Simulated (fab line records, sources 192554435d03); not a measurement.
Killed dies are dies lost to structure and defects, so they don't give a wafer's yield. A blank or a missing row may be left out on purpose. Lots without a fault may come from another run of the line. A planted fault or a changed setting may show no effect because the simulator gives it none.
Chamber matching | flow n5_finfet | N5_BEOL_M0_SAQP_STRIP_108 on rie_diel-06: 4 sister chambers
The step strips in N2/H2. 4 wafers are shown with their chamber, then 9 later ones without.

WAFERS WITH THEIR CHAMBER
wafer  | chamber | showerhead_plenum_p_Torr (Torr)
L079.1 | 0       | 3.30
L093.3 | 2       | 3.21
L093.4 | 3       | 3.33
L093.5 | 1       | 3.46

WAFERS WITHOUT THEIR CHAMBER
wafer  | showerhead_plenum_p_Torr (Torr)
L094.1 | 3.21
L094.2 | 3.46
L094.3 | 3.29
L095.4 | 3.21
L095.5 | 3.46
L095.6 | 3.21
L096.2 | 3.45
L096.3 | 3.28
L096.6 | 3.21

WHICH CHAMBER EACH WENT THROUGH
wafer  | from the rows above | in truth
L094.1 | 2                   | 2
L094.2 | 1                   | 1
L094.3 | 0                   | 0
L095.4 | 2                   | 2
L095.5 | 1                   | 1
L095.6 | 2                   | 2
L096.2 | 1                   | 1
L096.3 | 0                   | 0
L096.6 | 2                   | 2
Placed correctly: 9 of 9. Can't be placed from these rows: 0. Placed wrongly: 0.
How it was worked out, from the rows above alone: a wafer's distance from a chamber is the root of the sum, over the readings, of the square of ((its reading less the chamber's mean) divided by the reading's scatter). The wafer belongs to the nearest chamber; if the next one is less than 2 further off, it can't be placed. A chamber's mean is the mean of its shown wafers. The scatter: with one shown wafer a chamber, the root of the mean of the squares of how far each hidden wafer lies from its nearest shown one.
